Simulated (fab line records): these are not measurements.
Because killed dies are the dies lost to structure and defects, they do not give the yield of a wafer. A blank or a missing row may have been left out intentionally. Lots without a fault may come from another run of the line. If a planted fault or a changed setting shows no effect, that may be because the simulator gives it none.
Matching of chambers | flow nand harc | NHARC_A_CONTACT_DESCUM_13 on rie diel-11 has 4 sister chambers
The step chemistry O2, time 3 s. 4 wafers are shown with their chamber, then 12 later ones without.

## WAFERS, EACH WITH ITS CHAMBER
wafer  | chamber | showerhead plenum p Torr (Torr)
L086.5 | 1       | 2.07
L089.1 | 3       | 2.06
L089.2 | 2       | 2.06
L089.6 | 0       | 1.80

## WAFERS WHOSE CHAMBER IS MISSING
wafer  | showerhead plenum p Torr (Torr)
L090.1 | 2.05
L090.3 | 2.07
L090.6 | 1.80
L091.2 | 2.07
L091.3 | 2.06
L091.4 | 2.05
L093.1 | 2.06
L093.3 | 2.06
L093.4 | 2.05
L095.1 | 2.06
L095.2 | 1.80
L095.5 | 2.06

## WHICH CHAMBER EACH WENT THROUGH
wafer  | from the rows above          | in truth
L090.1 | can't be placed: 2 or 3 or 1 | 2
L090.3 | can't be placed: 1 or 2 or 3 | 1
L090.6 | 0                            | 0
L091.2 | can't be placed: 1 or 2 or 3 | 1
L091.3 | can't be placed: 2 or 3 or 1 | 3
L091.4 | can't be placed: 2 or 3 or 1 | 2
L093.1 | can't be placed: 2 or 3 or 1 | 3
L093.3 | can't be placed: 2 or 3 or 1 | 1
L093.4 | can't be placed: 2 or 3 or 1 | 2
L095.1 | can't be placed: 2 or 3 or 1 | 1
L095.2 | 0                            | 0
L095.5 | can't be placed: 2 or 3 or 1 | 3
2 of 12 placed correctly. Cannot be placed on the basis of these rows: 10; the candidates contain the true chamber in 10. Placed wrongly: 0.
How it was worked out, from the rows above alone: a wafer's distance from a chamber is the root of the sum, over the readings, of the square of ((its reading less the chamber's mean) divided by the reading's scatter). The wafer belongs to the nearest chamber; if the next one is less than 2 further off, it can't be placed. For every chamber, the mean is computed from those of its wafers that are shown. The scatter: root of mean squared gap, hidden wafer to nearest shown wafer, with one shown wafer a chamber.
